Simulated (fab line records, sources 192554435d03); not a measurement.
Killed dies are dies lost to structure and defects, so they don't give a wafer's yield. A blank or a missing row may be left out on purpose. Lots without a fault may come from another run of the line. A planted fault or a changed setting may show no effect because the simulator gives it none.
Chamber matching | flow n5_finfet | N5_FIN_CUT_STRIP_22 on rie_diel-04: 3 sister chambers
The step strips in N2/H2. 16 wafers are shown with their chamber, then 6 later ones without.

WAFERS WITH THEIR CHAMBER
wafer  | chamber | showerhead_plenum_p_Torr (Torr) | throttle_valve_pct (%) | drypump_motor_current_A (A)
L077.2 | 0       | 3.46                            | 19.6                   | 5.4
L077.5 | 3       | 3.17                            | 18.4                   | 5.4
L077.6 | 1       | 3.48                            | 19.3                   | 5.3
L078.1 | 3       | 3.17                            | 18.4                   | 5.5
L078.3 | 0       | 3.45                            | 19.6                   | 5.4
L078.5 | 1       | 3.48                            | 19.4                   | 5.4
L085.1 | 1       | 3.47                            | 19.4                   | 5.4
L085.4 | 0       | 3.45                            | 19.6                   | 5.4
L085.5 | 0       | 3.45                            | 19.7                   | 5.4
L086.1 | 0       | 3.45                            | 19.6                   | 5.4
L086.2 | 3       | 3.16                            | 18.4                   | 5.4
L086.5 | 0       | 3.44                            | 19.6                   | 5.4
L091.1 | 1       | 3.46                            | 19.4                   | 5.4
L091.3 | 0       | 3.44                            | 19.7                   | 5.4
L091.4 | 3       | 3.16                            | 18.5                   | 5.5
L093.2 | 0       | 3.44                            | 19.7                   | 5.4

SIGNATURES (means of the wafers above)
reading                  | chamber 0 | chamber 1 | chamber 3 | scatter within a chamber
showerhead_plenum_p_Torr | 3.4475    | 3.4725    | 3.1650    | 0.00747
throttle_valve_pct       | 19.637    | 19.375    | 18.425    | 0.051
drypump_motor_current_A  | 5.400     | 5.375     | 5.450     | 0.0367
Rule: a wafer's distance from a chamber is the root of the sum, over the readings, of the square of ((its reading less the chamber's mean) divided by the reading's scatter). The wafer belongs to the nearest chamber; if the next one is less than 2 further off, it can't be placed. The scatter: the root of (the sum of the squares of (reading less its chamber's mean) over the shown wafers, divided by (wafers less chambers)).

WAFERS WITHOUT THEIR CHAMBER
wafer  | showerhead_plenum_p_Torr (Torr) | throttle_valve_pct (%) | drypump_motor_current_A (A)
L093.5 | 3.46                            | 19.4                   | 5.3
L095.1 | 3.56                            | 18.0                   | 5.5
L095.4 | 3.44                            | 19.7                   | 5.4
L096.2 | 3.56                            | 18.0                   | 5.4
L096.3 | 3.46                            | 19.4                   | 5.4
L096.4 | 3.44                            | 19.7                   | 5.4

WHICH CHAMBER EACH WENT THROUGH
wafer  | from the rows above | in truth
L093.5 | 1                   | 1
L095.1 | 1                   | 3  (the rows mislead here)
L095.4 | 0                   | 0
L096.2 | 1                   | 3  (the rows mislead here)
L096.3 | 1                   | 1
L096.4 | 0                   | 0
Placed correctly: 4 of 6. Can't be placed from these rows: 0. Placed wrongly: 2.
